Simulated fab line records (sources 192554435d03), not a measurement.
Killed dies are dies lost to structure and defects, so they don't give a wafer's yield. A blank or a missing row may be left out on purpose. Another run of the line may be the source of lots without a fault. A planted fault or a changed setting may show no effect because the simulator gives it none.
Matching of chambers | flow n5 finfet | rie diel-05 running N5_DUMMY_REMOVAL_STRIP_10: 4 sister chambers
The step strips in N2/H2, time 40 s. 27 wafers are shown with their chamber, then 12 later ones without.

== WAFERS, EACH WITH ITS CHAMBER ==
wafer  | chamber | drypump motor current A (A) | showerhead plenum p Torr (Torr) | throttle valve pct (%)
L077.1 | 2       | 5.1                         | 3.59                            | 11.90
L077.2 | 1       | 5.8                         | 3.48                            | 12.16
L077.5 | 1       | 5.8                         | 3.48                            | 12.18
L078.2 | 3       | 5.2                         | 3.47                            | 12.07
L078.3 | 1       | 5.9                         | 3.48                            | 12.19
L078.5 | 2       | 5.1                         | 3.59                            | 11.92
L080.1 | 0       | 6.0                         | 3.44                            | 11.99
L080.2 | 1       | 5.8                         | 3.47                            | 12.18
L080.4 | 2       | 5.1                         | 3.59                            | 11.91
L081.2 | 0       | 6.1                         | 3.44                            | 12.02
L081.3 | 2       | 5.1                         | 3.59                            | 11.92
L081.6 | 1       | 5.9                         | 3.48                            | 12.18
L082.1 | 1       | 5.9                         | 3.47                            | 12.21
L082.2 | 2       | 5.1                         | 3.58                            | 11.93
L082.6 | 0       | 6.0                         | 3.44                            | 12.00
L085.1 | 0       | 6.0                         | 3.44                            | 12.03
L085.3 | 2       | 5.1                         | 3.58                            | 11.96
L085.5 | 1       | 5.8                         | 3.47                            | 12.21
L086.1 | 3       | 5.2                         | 3.47                            | 12.10
L086.4 | 1       | 5.9                         | 3.47                            | 12.22
L086.5 | 2       | 5.1                         | 3.58                            | 11.95
L087.1 | 2       | 5.1                         | 3.58                            | 11.95
L087.4 | 3       | 5.2                         | 3.47                            | 12.11
L087.5 | 0       | 6.0                         | 3.44                            | 12.05
L089.3 | 2       | 5.1                         | 3.58                            | 11.97
L089.4 | 0       | 6.1                         | 3.44                            | 12.05
L089.6 | 3       | 5.2                         | 3.46                            | 12.13

SIGNATURES (averages over the wafers above)
reading                  | chamber 0 | chamber 1 | chamber 2 | chamber 3 | scatter within a chamber
drypump motor current A  | 6.033     | 5.850     | 5.100     | 5.200     | 0.0381
showerhead plenum p Torr | 3.4400    | 3.4750    | 3.5844    | 3.4675    | 0.00465
throttle valve pct       | 12.0233   | 12.1913   | 11.9344   | 12.1025   | 0.0233
Rule: a wafer lies at a distance from a chamber equal to the root of the sum of squares, over the readings, of (its reading less the chamber's mean, divided by the reading's scatter). If the next closest chamber is less than 2 further off than the closest, the wafer can't be placed; otherwise it belongs to the closest. How the scatter is found: for the shown wafers, subtract from each reading the mean of its chamber, square and add these, divide the total by (wafers less chambers), then take the root.

== WAFERS WITH NO CHAMBER GIVEN ==
wafer  | drypump motor current A (A) | showerhead plenum p Torr (Torr) | throttle valve pct (%)
L091.2 | 5.2                         | 3.46                            | 12.13
L091.3 | 5.1                         | 3.58                            | 11.98
L091.5 | 6.1                         | 3.43                            | 12.07
L093.1 | 5.2                         | 3.46                            | 12.15
L093.5 | 6.1                         | 3.43                            | 12.07
L093.6 | 5.8                         | 3.46                            | 12.24
L095.1 | 5.2                         | 3.46                            | 12.15
L095.3 | 5.9                         | 3.46                            | 12.27
L095.5 | 6.1                         | 3.43                            | 12.08
L097.2 | 5.8                         | 3.46                            | 12.26
L097.3 | 5.2                         | 3.46                            | 12.17
L097.4 | 6.1                         | 3.43                            | 12.06

== CHAMBER TAKEN BY EACH ==
wafer  | from the rows above | in truth
L091.2 | 3                   | 3
L091.3 | 2                   | 2
L091.5 | 0                   | 0
L093.1 | 3                   | 3
L093.5 | 0                   | 0
L093.6 | 1                   | 1
L095.1 | 3                   | 3
L095.3 | 1                   | 1
L095.5 | 0                   | 0
L097.2 | 1                   | 1
L097.3 | 3                   | 3
L097.4 | 0                   | 0
12 of 12 placed correctly. Not placeable from these rows: 0. Wrongly placed: 0.
